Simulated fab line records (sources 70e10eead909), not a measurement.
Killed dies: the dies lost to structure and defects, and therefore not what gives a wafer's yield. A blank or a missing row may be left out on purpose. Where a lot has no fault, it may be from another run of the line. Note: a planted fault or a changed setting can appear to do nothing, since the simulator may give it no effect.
fab line records    flow nand_harc
record: lots: 24  wafers: 72  last_day: 24
route steps=1159 shown P_CONTACT@241 P_M0@265 P_M1@315 P_M2@348
lots with no fault: from the same line, run without faults
start_h: hours from the record's opening day to when the first of the lot's shown wafers began    wait_h: hours since the lot's step before    " identical to the entry in the row above    L1.1+2: one row covering several wafers at once    - no value present, or no start provided    * or withheld: withheld    < > ~ a bound
route shown NAME@n: a module of which the file shows steps, and the number in the route of the first    usual: mean and standard deviation over wafers with no fault    same: alike in all rows    chamber/n: place in a boat    sites: readings site by site    _std_site: how widely they spread, as a standard deviation    _edge_site: inner sites' mean taken away from outer sites' mean    radius_mm: for every site, how far away it sits from the centre of the wafer    mask NAME#n: copy n    behind: the most recent tool/chamber to have shaped the wafer    hold: what put the lot on hold/how long, in hours/how the hold closed    device: the transistor (n, p or np) that didn't switch    end of line: the same wafers' tests at the end of the route    where a step has no rows: the recipe by itself    killed: at the first sort, the dies lost to defects and structure; wafer yield is something else    map: a wafer's dies, x killed, . not, _ none there
set.NAME: the setting the step ran with; set.NAME@STEP: the setting that earlier step ran with    model.NAME: the simulator's own value behind a step, which no gauge read
steps of the route over a sample of lots; a table a step, a row a wafer
services: a tool's chamber out of use, with start hour (start_h, from the record's first day; less than 0 if before it), hours out, and reason
== steps ==
step: NHARC_P_CONTACT_CD_MEAS_19
usual: cd_nm: 89.4/1.9
lot.wafer  tool       chamber  start_h  wait_h  cd_nm
L074.1     cd_sem-02  -        114.66   -       93.1
L074.2     "          -        "        "       90.9
L074.5     "          -        "        "       87.7
L076.1     cd_sem-03  -        118.16   -       88.1
L076.2     "          -        "        "       87.8
L076.6     "          -        "        "       88.4
L075.1     cd_sem-02  -        123.81   -       88.1
L075.3     "          -        "        "       89.4
L075.4     "          -        "        "       91.3
L078.1     cd_sem-02  -        131.80   -       89.6
L078.3     "          -        "        "       92.0
L078.4     "          -        "        "       90.9
L077.2     cd_sem-03  -        132.51   -       90.4
L077.3     "          -        "        "       88.3
L077.4     "          -        "        "       87.7
L079.1     cd_sem-03  -        139.31   -       89.7
L079.3     "          -        "        "       91.9
L079.4     "          -        "        "       87.3
L080.3     cd_sem-03  -        147.71   -       90.0
L080.4     "          -        "        "       87.9
L080.6     "          -        "        "       88.6
L081.1     cd_sem-02  -        157.60   -       86.1
L081.2     "          -        "        "       88.9
L081.6     "          -        "        "       85.4
L083.1     cd_sem-02  -        160.45   -       87.5
L083.2     "          -        "        "       90.4
L083.6     "          -        "        "       88.1
L082.1     cd_sem-02  -        161.80   -       91.5
L082.2     "          -        "        "       87.2
L082.5     "          -        "        "       89.8
L084.1     cd_sem-02  -        170.83   -       90.4
L084.3     "          -        "        "       88.3
L084.4     "          -        "        "       86.9
L089.2     cd_sem-01  -        189.09   -       87.8
L089.4     "          -        "        "       91.6
L089.6     "          -        "        "       89.1
L087.2     cd_sem-02  -        190.16   -       91.7
L087.4     "          -        "        "       87.9
L087.5     "          -        "        "       89.8
L085.1     cd_sem-02  -        190.72   -       89.4
L085.2     "          -        "        "       87.8
L085.3     "          -        "        "       88.8
L086.1     cd_sem-01  -        195.27   -       88.3
L086.3     "          -        "        "       89.8
L086.6     "          -        "        "       86.9
L088.1     cd_sem-02  -        198.18   -       92.0
L088.2     "          -        "        "       88.8
L088.5     "          -        "        "       91.8
L090.3     cd_sem-01  -        209.48   -       87.0
L090.5     "          -        "        "       88.2
L090.6     "          -        "        "       92.7
L091.1     cd_sem-01  -        213.26   -       92.0
L091.3     "          -        "        "       88.0
L091.4     "          -        "        "       88.1
L092.4     cd_sem-01  -        222.75   -       92.3
L092.5     "          -        "        "       88.2
L092.6     "          -        "        "       90.2
L094.1     cd_sem-03  -        229.03   -       89.1
L094.2     "          -        "        "       90.9
L094.6     "          -        "        "       88.6
L093.3     cd_sem-02  -        229.34   -       87.6
L093.4     "          -        "        "       86.9
L093.6     "          -        "        "       89.3
L095.1     cd_sem-01  -        238.24   -       88.9
L095.4     "          -        "        "       89.2
L095.6     "          -        "        "       88.5
L096.2     cd_sem-02  -        242.78   -       88.8
L096.3     "          -        "        "       88.3
L096.6     "          -        "        "       88.8
L097.2     cd_sem-02  -        243.63   -       92.1
L097.4     "          -        "        "       89.1
L097.6     "          -        "        "       89.3
step: NHARC_P_CONTACT_PVD_32
recipe: target_thk_a: 50  chamber_pressure_pa: 5  power_w: 5000  substrate_temp_c: 200  time_s: 17.7  material: Ti
usual: throttle_valve_pct: 29.7/1.4
lot.wafer  tool            chamber  start_h  wait_h  throttle_valve_pct
L074.1     pvd_sputter-01  -        -        -       29.1
L074.2     "               -        "        "       29.2
L074.5     "               -        "        "       27.4
L076.2     pvd_sputter-01  -        -        -       32.0
L076.1     "               -        "        "       29.2
L076.6     "               -        "        "       32.1
L075.1     pvd_sputter-02  -        -        -       30.2
L075.3     "               -        "        "       30.9
L075.4     "               -        "        "       30.3
L078.3     pvd_sputter-01  -        -        -       27.1
L078.4     "               -        "        "       32.1
L078.1     "               -        "        "       29.1
L077.4     pvd_sputter-02  -        -        -       31.2
L077.2     "               -        "        "       30.3
L077.3     "               -        "        "       30.1
L079.3     pvd_sputter-02  -        -        -       31.3
L079.4     "               -        "        "       29.9
L079.1     "               -        "        "       30.3
L080.4     pvd_sputter-01  -        -        -       29.3
L080.3     "               -        "        "       29.4
L080.6     "               -        "        "       29.4
L081.2     pvd_sputter-03  -        -        -       28.0
L081.1     "               -        "        "       29.2
L081.6     "               -        "        "       28.3
L083.1     pvd_sputter-02  -        -        -       30.1
L083.2     "               -        "        "       31.0
L083.6     "               -        "        "       30.1
L082.1     pvd_sputter-03  -        -        -       29.0
L082.2     "               -        "        "       30.6
L082.5     "               -        "        "       28.3
L084.3     pvd_sputter-01  -        -        -       28.4
L084.1     "               -        "        "       30.3
L084.4     "               -        "        "       31.6
L089.4     pvd_sputter-01  -        -        -       30.4
L089.2     "               -        "        "       28.4
L089.6     "               -        "        "       27.4
L087.2     pvd_sputter-02  -        -        -       30.2
L087.4     "               -        "        "       29.7
L087.5     "               -        "        "       30.7
L085.2     pvd_sputter-03  -        -        -       29.7
L085.3     "               -        "        "       29.1
L085.1     "               -        "        "       28.0
L086.1     pvd_sputter-01  -        -        -       30.4
L086.3     "               -        "        "       28.4
L086.6     "               -        "        "       27.1
L088.2     pvd_sputter-01  -        -        -       29.9
L088.1     "               -        "        "       27.2
L088.5     "               -        "        "       27.5
L090.3     pvd_sputter-03  -        -        -       30.8
L090.5     "               -        "        "       30.5
L090.6     "               -        "        "       29.7
L091.1     pvd_sputter-02  -        -        -       30.0
L091.4     "               -        "        "       30.1
L091.3     "               -        "        "       30.9
L092.4     pvd_sputter-03  -        -        -       30.7
L092.5     "               -        "        "       30.8
L092.6     "               -        "        "       29.6
L094.2     pvd_sputter-01  -        -        -       27.3
L094.1     "               -        "        "       28.4
L094.6     "               -        "        "       30.4
L093.4     pvd_sputter-01  -        -        -       32.1
L093.3     "               -        "        "       30.1
L093.6     "               -        "        "       28.3
L095.1     pvd_sputter-01  -        -        -       31.9
L095.4     "               -        "        "       30.3
L095.6     "               -        "        "       32.1
L096.2     pvd_sputter-01  -        -        -       32.1
L096.3     "               -        "        "       28.6
L096.6     "               -        "        "       28.6
L097.4     pvd_sputter-02  -        -        -       30.5
L097.2     "               -        "        "       29.9
L097.6     "               -        "        "       31.4
step: NHARC_P_M0_INSPECT_11
usual: raw_defect_count: 4.0/2.7
lot.wafer  tool               chamber  start_h  wait_h  raw_defect_count
L074.1     defect_inspect-02  -        117.89   0.0     7
L074.2     "                  -        "        "       7
L074.5     "                  -        "        "       10
L076.1     defect_inspect-01  -        121.82   0.0     4
L076.2     "                  -        "        "       3
L076.6     "                  -        "        "       3
L075.1     defect_inspect-02  -        131.15   0.0     9
L075.3     "                  -        "        "       11
L075.4     "                  -        "        "       9
L078.1     defect_inspect-01  -        135.13   0.0     6
L078.3     "                  -        "        "       8
L078.4     "                  -        "        "       3
L077.2     defect_inspect-01  -        136.11   0.0     3
L077.3     "                  -        "        "       3
L077.4     "                  -        "        "       6
L079.1     defect_inspect-01  -        142.42   0.0     1
L079.3     "                  -        "        "       2
L079.4     "                  -        "        "       4
L080.3     defect_inspect-01  -        150.91   0.0     1
L080.4     "                  -        "        "       5
L080.6     "                  -        "        "       4
L081.1     defect_inspect-01  -        161.92   0.0     3
L081.2     "                  -        "        "       2
L081.6     "                  -        "        "       3
L083.1     defect_inspect-01  -        166.61   0.0     5
L083.2     "                  -        "        "       5
L083.6     "                  -        "        "       4
L082.1     defect_inspect-02  -        167.16   0.0     7
L082.2     "                  -        "        "       4
L082.5     "                  -        "        "       4
L084.1     defect_inspect-01  -        174.21   0.0     5
L084.3     "                  -        "        "       11
L084.4     "                  -        "        "       10
L089.2     defect_inspect-01  -        193.07   0.0     6
L089.4     "                  -        "        "       6
L089.6     "                  -        "        "       1
L087.2     defect_inspect-02  -        193.60   0.0     2
L087.4     "                  -        "        "       1
L087.5     "                  -        "        "       7
L085.1     defect_inspect-02  -        194.89   0.0     2
L085.2     "                  -        "        "       2
L085.3     "                  -        "        "       2
L086.1     defect_inspect-02  -        204.77   0.0     3
L086.3     "                  -        "        "       0
L086.6     "                  -        "        "       3
L088.1     defect_inspect-02  -        213.87   0.0     1
L088.2     "                  -        "        "       3
L088.5     "                  -        "        "       5
L090.3     defect_inspect-02  -        218.77   0.0     1
L090.5     "                  -        "        "       5
L090.6     "                  -        "        "       4
L091.1     defect_inspect-01  -        223.84   0.0     4
L091.3     "                  -        "        "       4
L091.4     "                  -        "        "       3
L092.4     defect_inspect-01  -        226.00   0.0     3
L092.5     "                  -        "        "       2
L092.6     "                  -        "        "       2
L094.1     defect_inspect-02  -        232.33   0.0     1
L094.2     "                  -        "        "       1
L094.6     "                  -        "        "       3
L093.3     defect_inspect-01  -        233.12   0.0     4
L093.4     "                  -        "        "       4
L093.6     "                  -        "        "       5
L095.1     defect_inspect-02  -        241.71   0.0     5
L095.4     "                  -        "        "       6
L095.6     "                  -        "        "       5
L096.2     defect_inspect-02  -        247.35   0.0     3
L096.3     "                  -        "        "       1
L096.6     "                  -        "        "       2
L097.2     defect_inspect-01  -        247.62   0.0     7
L097.4     "                  -        "        "       5
L097.6     "                  -        "        "       5
step: NHARC_P_M0_PVD_21
recipe: target_thk_a: 300  chamber_pressure_pa: 5  power_w: 5000  substrate_temp_c: 30  time_s: 20.49  material: Cu
usual: throttle_valve_pct: 29.7/1.2
lot.wafer  tool            chamber  start_h  wait_h  throttle_valve_pct
L074.1     pvd_sputter-02  -        -        -       30.2
L074.2     "               -        "        "       29.9
L074.5     "               -        "        "       30.2
L076.1     pvd_sputter-02  -        -        -       31.1
L076.2     "               -        "        "       30.0
L076.6     "               -        "        "       30.0
L075.4     pvd_sputter-03  -        -        -       28.1
L075.3     "               -        "        "       30.5
L075.1     "               -        "        "       29.6
L078.3     pvd_sputter-01  -        -        -       32.1
L078.1     "               -        "        "       29.3
L078.4     "               -        "        "       27.1
L077.3     pvd_sputter-01  -        -        -       31.9
L077.4     "               -        "        "       29.1
L077.2     "               -        "        "       27.3
L079.1     pvd_sputter-01  -        -        -       29.3
L079.4     "               -        "        "       29.3
L079.3     "               -        "        "       32.2
L080.3     pvd_sputter-03  -        -        -       28.1
L080.4     "               -        "        "       29.6
L080.6     "               -        "        "       28.2
L081.1     pvd_sputter-02  -        -        -       29.6
L081.2     "               -        "        "       31.1
L081.6     "               -        "        "       30.2
L083.1     pvd_sputter-02  -        -        -       30.0
L083.2     "               -        "        "       30.3
L083.6     "               -        "        "       29.7
L082.1     pvd_sputter-03  -        -        -       30.8
L082.2     "               -        "        "       29.8
L082.5     "               -        "        "       28.1
L084.3     pvd_sputter-01  -        -        -       32.2
L084.1     "               -        "        "       28.7
L084.4     "               -        "        "       30.3
L089.4     pvd_sputter-01  -        -        -       27.2
L089.2     "               -        "        "       32.2
L089.6     "               -        "        "       28.3
L087.2     pvd_sputter-03  -        -        -       29.0
L087.4     "               -        "        "       28.3
L087.5     "               -        "        "       29.2
L085.3     pvd_sputter-01  -        -        -       27.3
L085.1     "               -        "        "       28.3
L085.2     "               -        "        "       30.2
L086.3     pvd_sputter-03  -        -        -       28.2
L086.1     "               -        "        "       30.6
L086.6     "               -        "        "       29.1
L088.1     pvd_sputter-02  -        -        -       30.0
L088.2     "               -        "        "       31.1
L088.5     "               -        "        "       30.0
L090.3     pvd_sputter-03  -        -        -       29.7
L090.6     "               -        "        "       30.6
L090.5     "               -        "        "       29.4
L091.3     pvd_sputter-03  -        -        -       29.7
L091.4     "               -        "        "       29.1
L091.1     "               -        "        "       30.7
L092.4     pvd_sputter-02  -        -        -       30.2
L092.6     "               -        "        "       29.8
L092.5     "               -        "        "       30.1
L094.1     pvd_sputter-01  -        -        -       32.1
L094.2     "               -        "        "       30.5
L094.6     "               -        "        "       28.5
L093.3     pvd_sputter-03  -        -        -       30.6
L093.4     "               -        "        "       29.5
L093.6     "               -        "        "       30.6
L095.4     pvd_sputter-03  -        -        -       28.2
L095.1     "               -        "        "       30.7
L095.6     "               -        "        "       28.2
L096.3     pvd_sputter-02  -        -        -       30.4
L096.2     "               -        "        "       29.8
L096.6     "               -        "        "       30.2
L097.2     pvd_sputter-03  -        -        -       29.3
L097.4     "               -        "        "       30.7
L097.6     "               -        "        "       29.8
step: NHARC_P_M1_INSPECT_27
usual: raw_defect_count: 294/150
lot.wafer  tool               chamber  start_h  wait_h  raw_defect_count
L074.1     defect_inspect-01  -        124.70   0.0     230
L074.2     "                  -        "        "       359
L074.5     "                  -        "        "       317
L076.1     defect_inspect-02  -        128.82   0.0     280
L076.2     "                  -        "        "       284
L076.6     "                  -        "        "       263
L075.1     defect_inspect-01  -        138.22   0.0     600
L075.3     "                  -        "        "       273
L075.4     "                  -        "        "       334
L078.1     defect_inspect-02  -        141.85   0.0     195
L078.3     "                  -        "        "       168
L078.4     "                  -        "        "       145
L077.2     defect_inspect-02  -        146.91   0.0     271
L077.3     "                  -        "        "       239
L077.4     "                  -        "        "       246
L079.1     defect_inspect-02  -        149.00   0.0     192
L079.3     "                  -        "        "       266
L079.4     "                  -        "        "       188
L080.3     defect_inspect-01  -        157.45   0.0     284
L080.4     "                  -        "        "       219
L080.6     "                  -        "        "       324
L081.1     defect_inspect-02  -        168.86   0.0     481
L081.2     "                  -        "        "       302
L081.6     "                  -        "        "       358
L083.1     defect_inspect-01  -        173.31   0.0     193
L083.2     "                  -        "        "       230
L083.6     "                  -        "        "       285
L082.1     defect_inspect-01  -        173.88   0.0     151
L082.2     "                  -        "        "       283
L082.5     "                  -        "        "       337
L084.1     defect_inspect-02  -        180.79   0.0     264
L084.3     "                  -        "        "       348
L084.4     "                  -        "        "       629
L089.2     defect_inspect-01  -        199.73   0.0     263
L089.4     "                  -        "        "       366
L089.6     "                  -        "        "       354
L087.2     defect_inspect-01  -        200.58   0.0     127
L087.4     "                  -        "        "       253
L087.5     "                  -        "        "       205
L085.1     defect_inspect-01  -        201.74   0.0     228
L085.2     "                  -        "        "       174
L085.3     "                  -        "        "       213
L086.1     defect_inspect-01  -        211.60   0.0     167
L086.3     "                  -        "        "       201
L086.6     "                  -        "        "       144
L088.1     defect_inspect-01  -        220.80   0.0     270
L088.2     "                  -        "        "       238
L088.5     "                  -        "        "       289
L090.3     defect_inspect-02  -        225.37   0.0     623
L090.5     "                  -        "        "       1322
L090.6     "                  -        "        "       401
L091.1     defect_inspect-01  -        230.66   0.0     289
L091.3     "                  -        "        "       158
L091.4     "                  -        "        "       233
L092.4     defect_inspect-01  -        232.90   0.0     369
L092.5     "                  -        "        "       308
L092.6     "                  -        "        "       418
L094.1     defect_inspect-01  -        240.05   0.0     214
L094.2     "                  -        "        "       232
L094.6     "                  -        "        "       306
L093.3     defect_inspect-02  -        240.87   0.0     247
L093.4     "                  -        "        "       253
L093.6     "                  -        "        "       248
L095.1     defect_inspect-02  -        248.57   0.0     309
L095.4     "                  -        "        "       205
L095.6     "                  -        "        "       234
L096.2     defect_inspect-01  -        254.49   0.0     267
L096.3     "                  -        "        "       169
L096.6     "                  -        "        "       347
L097.2     defect_inspect-02  -        254.97   0.0     284
L097.4     "                  -        "        "       375
L097.6     "                  -        "        "       230
step: NHARC_P_M2_INSPECT_27
usual: raw_defect_count: 312/110
lot.wafer  tool               chamber  start_h  wait_h  raw_defect_count
L074.1     defect_inspect-01  -        129.26   0.0     330
L074.2     "                  -        "        "       388
L074.5     "                  -        "        "       317
L076.1     defect_inspect-01  -        132.84   0.0     355
L076.2     "                  -        "        "       198
L076.6     "                  -        "        "       384
L075.1     defect_inspect-01  -        142.37   0.0     224
L075.3     "                  -        "        "       255
L075.4     "                  -        "        "       218
L078.1     defect_inspect-02  -        146.00   0.0     323
L078.3     "                  -        "        "       376
L078.4     "                  -        "        "       226
L077.2     defect_inspect-01  -        150.97   0.0     288
L077.3     "                  -        "        "       237
L077.4     "                  -        "        "       230
L079.1     defect_inspect-01  -        153.18   0.0     351
L079.3     "                  -        "        "       492
L079.4     "                  -        "        "       407
L080.3     defect_inspect-01  -        161.50   0.0     272
L080.4     "                  -        "        "       297
L080.6     "                  -        "        "       480
L081.1     defect_inspect-02  -        173.01   0.0     388
L081.2     "                  -        "        "       276
L081.6     "                  -        "        "       278
L083.1     defect_inspect-01  -        177.47   0.0     279
L083.2     "                  -        "        "       271
L083.6     "                  -        "        "       220
L082.1     defect_inspect-01  -        178.04   0.0     418
L082.2     "                  -        "        "       302
L082.5     "                  -        "        "       427
L084.1     defect_inspect-01  -        184.95   0.0     180
L084.3     "                  -        "        "       333
L084.4     "                  -        "        "       234
L089.2     defect_inspect-02  -        204.00   0.0     212
L089.4     "                  -        "        "       289
L089.6     "                  -        "        "       322
L087.2     defect_inspect-01  -        204.96   0.0     270
L087.4     "                  -        "        "       317
L087.5     "                  -        "        "       282
L085.1     defect_inspect-02  -        206.13   0.0     268
L085.2     "                  -        "        "       239
L085.3     "                  -        "        "       274
L086.1     defect_inspect-02  -        215.76   0.0     393
L086.3     "                  -        "        "       226
L086.6     "                  -        "        "       409
L088.1     defect_inspect-01  -        225.06   0.0     259
L088.2     "                  -        "        "       142
L088.5     "                  -        "        "       236
L090.3     defect_inspect-01  -        229.41   0.0     275
L090.5     "                  -        "        "       247
L090.6     "                  -        "        "       277
L091.1     defect_inspect-02  -        234.97   0.0     342
L091.3     "                  -        "        "       172
L091.4     "                  -        "        "       254
L092.4     defect_inspect-02  -        237.19   0.0     289
L092.5     "                  -        "        "       250
L092.6     "                  -        "        "       150
L094.1     defect_inspect-02  -        244.96   0.0     263
L094.2     "                  -        "        "       286
L094.6     "                  -        "        "       207
L093.3     defect_inspect-01  -        245.30   0.0     307
L093.4     "                  -        "        "       368
L093.6     "                  -        "        "       314
L095.1     defect_inspect-02  -        252.81   0.0     550
L095.4     "                  -        "        "       626
L095.6     "                  -        "        "       640
L096.2     defect_inspect-02  -        258.66   0.0     189
L096.3     "                  -        "        "       362
L096.6     "                  -        "        "       262
L097.2     defect_inspect-01  -        259.46   0.0     247
L097.4     "                  -        "        "       198
L097.6     "                  -        "        "       196
== services ==
tool            chamber  start_h  hours  kind
pvd_sputter-03  -        102.05   10.0   pm
pvd_sputter-01  -        158.03   10.0   pm
pvd_sputter-02  -        187.60   2.7    repair
pvd_sputter-03  -        195.69   6.6    repair
pvd_sputter-03  -        226.36   4.4    repair
pvd_sputter-02  -        231.39   10.0   pm
pvd_sputter-01  -        246.58   14.5   repair
== key ==
fault none
